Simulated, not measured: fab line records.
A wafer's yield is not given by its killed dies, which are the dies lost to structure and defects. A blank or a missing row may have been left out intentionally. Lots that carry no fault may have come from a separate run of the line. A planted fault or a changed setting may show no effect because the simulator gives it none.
One fault seen from 3 desks + flow n5-finfet + only its own numbers are on each desk; what lay behind them is given at the end

== FROM THE METROLOGY DESK ==
What the gauges read, lot by lot, whatever tool the lot ran on: means of the sampled wafers that have a number. Marked OUT: a lot whose mean sits more than 4 standard deviations from the usual mean, which makes it out of limits; the brackets give that distance. Of its 10 readings 7 are shown: those that lie furthest out on some lot.
Columns: A = DIBL_N at N5_BEOL_M4_RC_MEAS_101, usual 36.2 mV/V; B = DIBL_P at N5_BEOL_M4_RC_MEAS_101, usual 36.1 mV/V; C = IOFF_N at N5_BEOL_M4_RC_MEAS_101, usual 0.16 nA/um; D = IOFF_P at N5_BEOL_M4_RC_MEAS_101, usual 0.22 nA/um; E = SS_N at N5_BEOL_M4_RC_MEAS_101, usual 71.4 mV/dec; F = SS_P at N5_BEOL_M4_RC_MEAS_101, usual 73.2 mV/dec; G = VT_N at N5_BEOL_M4_RC_MEAS_101, usual 250 mV
| lot  | first seen here | A    | B    | C    | D    | E    | F    | G   |
|------|-----------------|------|------|------|------|------|------|-----|
| L886 | day 8 11:39     | 36.6 | 37.4 | 0.16 | 0.23 | 71.7 | 73.6 | 249 |
| L889 | day 9 08:32     | 36.0 | 34.7 | 0.16 | 0.20 | 71.1 | 72.7 | 249 |
| L890 | day 10 01:50    | 36.3 | 36.7 | 0.15 | 0.20 | 71.9 | 73.2 | 252 |
| L897 | day 11 13:42    | 38.2 | 40.1 | 0.23 | 0.27 | 72.2 | 74.2 | 244 |
| L901 | day 12 09:08    | 35.5 | 36.1 | 0.13 | 0.20 | 71.6 | 73.0 | 253 |
| L900 | day 12 12:28    | 34.6 | 34.3 | 0.14 | 0.19 | 71.1 | 72.8 | 251 |
| L902 | day 12 22:08    | 34.9 | 35.0 | 0.15 | 0.23 | 71.2 | 73.0 | 250 |
| L904 | day 13 17:14    | 38.8 | 35.7 | 0.17 | 0.22 | 71.6 | 73.0 | 249 |
| L903 | day 14 05:20    | 35.6 | 34.7 | 0.15 | 0.18 | 71.7 | 73.2 | 250 |
| L906 | day 14 11:01    | 34.7 | 35.8 | 0.13 | 0.19 | 70.5 | 72.3 | 254 |
| L907 | day 15 03:51    | 36.6 | 37.5 | 0.16 | 0.22 | 72.0 | 73.1 | 249 |
Finding of this desk: none of the 11 lots has anything out of limits.

== DESK OF THE TOOL OWNER: litho-track-01 ==
The tool's own readings at N5_BEOL_M1_COAT_05 (resist thk 30 nm): means of the sampled wafers that have a number, for each lot that ran on this tool. Marked OUT: a lot whose mean sits more than 4 standard deviations from the usual mean, which makes it out of limits; the brackets give that distance.
Columns: A = spin-speed-rpm at N5_BEOL_M1_COAT_05, usual 1500.0 rpm
| lot  | first seen here | A                |
|------|-----------------|------------------|
| L886 | day 6 13:02     | 1501.2           |
| L889 | day 7 05:35     | 1417.5 (-90) OUT |
| L890 | day 8 00:37     | 1418.2 (-89) OUT |
| L900 | day 10 13:49    | 1500.7           |
| L901 | day 10 16:36    | 1500.2           |
| L903 | day 11 02:38    | 1498.2           |
| L904 | day 11 02:55    | 1500.3           |
This desk finds L889, L890 out of limits, L889 being first, at day 7 05:35 (spin-speed-rpm at N5_BEOL_M1_COAT_05). In limits: L886, L900, L901, L903, L904.

== THE DEFECT DESK ==
What the inspections along the route counted, lot by lot: means of the sampled wafers that have a number. Marked OUT: a lot whose mean sits more than 4 standard deviations from the usual mean, which makes it out of limits; the brackets give that distance.
Columns: A = raw-defect-count at N5_BEOL_M0_INSPECT_127, usual 71
| lot  | first seen here | A   |
|------|-----------------|-----|
| L886 | day 6 11:55     | 136 |
| L889 | day 7 03:55     | 54  |
| L890 | day 7 21:31     | 71  |
| L897 | day 9 15:57     | 99  |
| L900 | day 10 12:43    | 71  |
| L901 | day 10 13:11    | 49  |
| L902 | day 10 17:28    | 69  |
| L903 | day 11 01:37    | 57  |
| L904 | day 11 02:05    | 82  |
| L906 | day 11 18:07    | 89  |
| L907 | day 12 04:59    | 55  |
Finding of this desk: none of the 11 lots has anything out of limits.

== ALL TOGETHER ==
At day 7 05:35, on L889, L890, the tool owner's desk was in a position to raise an alarm.
Metrology desk: nothing out of limits seen.
The defect desk saw nothing out of limits.
The metrology desk holds a record of L889, L890, inside its limits.
The defect desk has L889, L890 on record, within its limits.
On litho-track-01, each named lot ran N5_BEOL_M1_COAT_05.

== WHAT WAS PUT IN BY THE SIMULATOR ==
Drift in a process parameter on litho-track-01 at N5_BEOL_M1_COAT_05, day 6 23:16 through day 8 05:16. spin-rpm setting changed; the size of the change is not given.
Lots struck among those shown: L889, L890.
Each desk's first reading out of limits, in hours after the fault started: the tool owner's desk, 6.
